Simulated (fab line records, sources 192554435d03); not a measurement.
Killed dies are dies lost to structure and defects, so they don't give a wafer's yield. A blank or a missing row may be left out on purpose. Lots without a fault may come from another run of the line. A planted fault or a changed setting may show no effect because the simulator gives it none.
Chamber matching | flow n5_finfet | N5_BEOL_M11_CURE_71 on uv_cure-03: 3 sister chambers
The step cures SiCOH lowk, time 240 s. 3 wafers are shown with their chamber, then 11 later ones without.

WAFERS WITH THEIR CHAMBER
wafer  | chamber | wafer_temp_C_max
L085.6 | 1       | 387.1
L089.4 | 2       | 387.2
L093.1 | 0       | 386.4

WAFERS WITHOUT THEIR CHAMBER
wafer  | wafer_temp_C_max
L093.4 | 386.3
L093.6 | 386.4
L094.1 | 388.5
L094.2 | 387.0
L094.3 | 387.9
L096.2 | 387.6
L096.3 | 387.3
L096.5 | 387.6
L097.2 | 387.0
L097.4 | 386.8
L097.5 | 386.3

WHICH CHAMBER EACH WENT THROUGH
wafer  | from the rows above          | in truth
L093.4 | can't be placed: 0 or 1 or 2 | 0
L093.6 | can't be placed: 0 or 1 or 2 | 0
L094.1 | can't be placed: 2 or 1 or 0 | 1
L094.2 | can't be placed: 1 or 2 or 0 | 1
L094.3 | can't be placed: 2 or 1 or 0 | 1
L096.2 | can't be placed: 2 or 1 or 0 | 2
L096.3 | can't be placed: 2 or 1 or 0 | 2
L096.5 | can't be placed: 2 or 1 or 0 | 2
L097.2 | can't be placed: 1 or 2 or 0 | 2
L097.4 | can't be placed: 1 or 2 or 0 | 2
L097.5 | can't be placed: 0 or 1 or 2 | 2
Placed correctly: 0 of 11. Can't be placed from these rows: 11 (the true chamber is among the candidates in 11). Placed wrongly: 0.
How it was worked out, from the rows above alone: a wafer's distance from a chamber is the root of the sum, over the readings, of the square of ((its reading less the chamber's mean) divided by the reading's scatter). The wafer belongs to the nearest chamber; if the next one is less than 2 further off, it can't be placed. A chamber's mean is the mean of its shown wafers. The scatter: with one shown wafer a chamber, the root of the mean of the squares of how far each hidden wafer lies from its nearest shown one.
